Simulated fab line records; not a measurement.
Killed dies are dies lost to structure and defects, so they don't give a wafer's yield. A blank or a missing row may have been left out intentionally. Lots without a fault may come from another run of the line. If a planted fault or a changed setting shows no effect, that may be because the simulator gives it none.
Split-lot trial | flow n5 finfet | route with 1938 steps; 7 lots, 39 wafers read

## THE SPLIT ITSELF
At N5_DUMMY_GATE_ALD_02 (deposits SiO2, target thk 2 nm, pulse time 1 s), the setting target thk a was moved away from the recipe's 20 angstrom on 15 of the 39 wafers read, by -57.0% to +22.2%. This setting was run at the recipe's value on the other wafers.

## FROM THE SPLIT TO THE READING: what the file shows between them, 4 steps
- N5_DUMMY_GATE_CVD_03: deposits a-Si from SiH4, target thk 150 nm, time 8042 s
- N5_DUMMY_GATE_PRECLEAN_46: cleans in DIW, time 89.5 s
- N5_DUMMY_GATE_ETCH_32: etches SiO2 in CF4, target depth 3.5 nm, time 3.9 s
- N5_DUMMY_GATE_ETCH_23: etches poly-Si in HBr/Cl2/O2, target depth 41 nm, time 22.3 s

## THE READING
SiO2_of_DUMMY_GATE_ALD_02.thk nm (the simulator's own value, which no gauge read), in nm, at N5_DUMMY_GATE_ETCH_44 (etches poly-Si in HBr/O2, stops on SiO2, target depth 127.5 nm). The file gives no usual value for it.

wafer  | tool, chamber at the split | target thk a as run, angstrom | against the recipe | SiO2_of_DUMMY_GATE_ALD_02.thk nm, nm | against lot-mates on the recipe
L078.1 | ald sin-03, 1,0,1          | 20                            | recipe             | 2                                    | -
L078.3 | ald sin-03, 1,0,1          | 20                            | recipe             | 2                                    | -
L078.4 | ald sin-03, 1,0,1          | 20                            | recipe             | 2                                    | -
L078.2 | ald sin-03, 2,2,0          | 23.33                         | +16.6%             | 2.4                                  | +0.4
L078.5 | ald sin-03, 2,2,0          | 23.33                         | +16.6%             | 2.4                                  | +0.4
L078.6 | ald sin-03, 2,2,0          | 23.33                         | +16.6%             | 2.2                                  | +0.2
L084.1 | ald sin-02, 1,3,0          | 20                            | recipe             | 2                                    | -
L084.2 | ald sin-02, 1,3,0          | 20                            | recipe             | 2                                    | -
L084.3 | ald sin-02, 1,3,0          | 20                            | recipe             | 2                                    | -
L089.1 | ald sin-04, 0,3,1          | 13.43                         | -32.9%             | 1.4                                  | -0.6
L089.3 | ald sin-04, 0,3,1          | 13.43                         | -32.9%             | 1.4                                  | -0.6
L089.5 | ald sin-04, 0,3,1          | 13.43                         | -32.9%             | 1.4                                  | -0.6
L089.2 | ald sin-04, 1,2,0          | 20                            | recipe             | 2                                    | -
L089.4 | ald sin-04, 1,2,0          | 20                            | recipe             | 2                                    | -
L089.6 | ald sin-04, 1,2,0          | 20                            | recipe             | 2                                    | -
L092.1 | ald sin-03, 3,0,2          | 12.4                          | -38.0%             | 1.2                                  | -0.8
L092.4 | ald sin-03, 3,0,2          | 12.4                          | -38.0%             | 1.2                                  | -0.8
L092.5 | ald sin-03, 3,0,2          | 12.4                          | -38.0%             | 1.2                                  | -0.8
L092.2 | ald sin-03, 1,2,3          | 20                            | recipe             | 2                                    | -
L092.3 | ald sin-03, 1,2,3          | 20                            | recipe             | 2                                    | -
L092.6 | ald sin-03, 1,2,3          | 20                            | recipe             | 2                                    | -
L093.1 | ald sin-03, 0,2,0          | 8.599                         | -57.0%             | 0.8                                  | -1.2
L093.2 | ald sin-03, 0,2,0          | 8.599                         | -57.0%             | 0.8                                  | -1.2
L093.6 | ald sin-03, 0,2,0          | 8.599                         | -57.0%             | 0.8                                  | -1.2
L093.3 | ald sin-03, 1,3,3          | 20                            | recipe             | 2                                    | -
L093.4 | ald sin-03, 1,3,3          | 20                            | recipe             | 2                                    | -
L093.5 | ald sin-03, 1,3,3          | 20                            | recipe             | 2                                    | -
L094.1 | ald sin-03, 3,2,3          | 24.45                         | +22.2%             | 2.4                                  | +0.4
L094.5 | ald sin-03, 3,2,3          | 24.45                         | +22.2%             | 2.4                                  | +0.4
L094.6 | ald sin-03, 3,2,3          | 24.45                         | +22.2%             | 2.4                                  | +0.4
L094.2 | ald sin-03, 2,1,0          | 20                            | recipe             | 2                                    | -
L094.3 | ald sin-03, 2,1,0          | 20                            | recipe             | 2                                    | -
L094.4 | ald sin-03, 2,1,0          | 20                            | recipe             | 2                                    | -
L095.1 | ald sin-02, 1,3,2,0,2,1    | 20                            | recipe             | 2                                    | -
L095.2 | ald sin-02, 1,3,2,0,2,1    | 20                            | recipe             | 2                                    | -
L095.3 | ald sin-02, 1,3,2,0,2,1    | 20                            | recipe             | 2                                    | -
L095.4 | ald sin-02, 1,3,2,0,2,1    | 20                            | recipe             | 2                                    | -
L095.5 | ald sin-02, 1,3,2,0,2,1    | 20                            | recipe             | 2                                    | -
L095.6 | ald sin-02, 1,3,2,0,2,1    | 20                            | recipe             | 2                                    | -
When a row names more than one chamber, that row covers several wafers, and the file does not tell which wafer ran in which chamber.

FIT RESULTS
A straight line over all 39 wafers: SiO2_of_DUMMY_GATE_ALD_02.thk nm changes by +0.0202 nm for each +1% of target thk a; r = +1.00; the points scatter about the line by 0.039 nm.
The same after taking each lot's own level away (the mean of its wafers on the recipe; 39 wafers): +0.0202 nm for each +1%; r = +1.00; scatter 0.039 nm.
On that fit, the largest move of target thk a shifts the reading by 1.2 nm.
The lots' own levels span 2.00 to 2.00 nm.
Consequently the slope shifts little with the lot-to-lot level, the two slopes agreeing.
Check: for one of the wafers moved furthest among these (-57.0%), held out of the fit, the line's prediction against its lot-mates is -1.15 nm. It came out at -1.2 nm against them.

## FURTHER SPLITS ON THESE WAFERS
These wafers also went through other splits before the reading. Each is held against what the fit with the lots' levels taken away leaves over:
other split on the same wafers        | wafers away from the commonest value | r with SiO2_of_DUMMY_GATE_ALD_02.thk nm (lot level and that fit taken away)
N5_FIN_SAQP_SPACER1_ALD_24 ald cycles | 15                                   | +0.26

## THE WHOLE CHAIN: every reading that the file lists as answering this split, in the file's order
step                  | what it does                                                   | reading                                                                           | change (the file's fit)                | r (the file's)
N5_DUMMY_GATE_ALD_02  | deposits SiO2, target thk 2 nm, pulse time 1 s                 | SiO2_of_DUMMY_GATE_ALD_02.thk nm (the simulator's own value, which no gauge read) | +0.0205 nm for each +1% of the setting | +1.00
N5_DUMMY_GATE_ETCH_44 | etches poly-Si in HBr/O2, stops on SiO2, target depth 127.5 nm | SiO2_of_DUMMY_GATE_ALD_02.thk nm (the simulator's own value, which no gauge read) | +0.0203 nm for each +1% of the setting | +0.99

## THE FILE'S OWN FIT
SiO2_of_DUMMY_GATE_ALD_02.thk nm changes by +0.0203 nm for each +1% of target thk a, r = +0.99.
